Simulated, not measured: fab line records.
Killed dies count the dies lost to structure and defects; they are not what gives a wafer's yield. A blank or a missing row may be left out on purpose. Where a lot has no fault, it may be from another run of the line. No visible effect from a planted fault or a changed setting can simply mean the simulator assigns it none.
Which tool is to blame? ; flow n5Finfet ; route of 1938 steps, sampled at 1 step: 6 lots, 17 wafers

## WHAT THE GAUGES SHOWED, per wafer
N5_BEOL_M8_CD_MEAS_35 targets a cd of 40 nm.
lot;measured;on;cdNm (nm)
L389;day 10 01:05;cdSem-03;40.2 39.4 40.4
L390;day 10 08:29;cdSem-01;40.1 38.8 39.4
L391;day 11 06:37;cdSem-01;40.2 39.6
L399;day 13 03:20;cdSem-02;39.9 40.1 40.7
L403;day 13 21:24;cdSem-01;40.9 40.3 40.1
L409;day 15 05:35;cdSem-03;40.0 40.0 39.7

## TOOL THAT RAN EACH LOT (tool first, then ch and the chambers of the sampled wafers, then the start)
Before these readings, the record contains no process step.

## THE ANSWER, worked out from the rows above alone
Rule: what is usual is taken from the lots themselves. The widest of any qualifying gaps counts: lots, ordered by their means at a reading, are off when they make up no more than a third of the lots, leave a main group of 4 or more, and stand apart from it by 3 or more times the standard deviation of that group's means. If all means in a main group match to the digits the tables above print for the reading, that group is not used. Also off: a lot with no number at a reading for which 4 or more lots have one. Any other lot the step has rows for is counted as sound.
No lot is off at any reading shown: from this, nothing can be told.

## WHAT THE SIMULATOR PUT IN
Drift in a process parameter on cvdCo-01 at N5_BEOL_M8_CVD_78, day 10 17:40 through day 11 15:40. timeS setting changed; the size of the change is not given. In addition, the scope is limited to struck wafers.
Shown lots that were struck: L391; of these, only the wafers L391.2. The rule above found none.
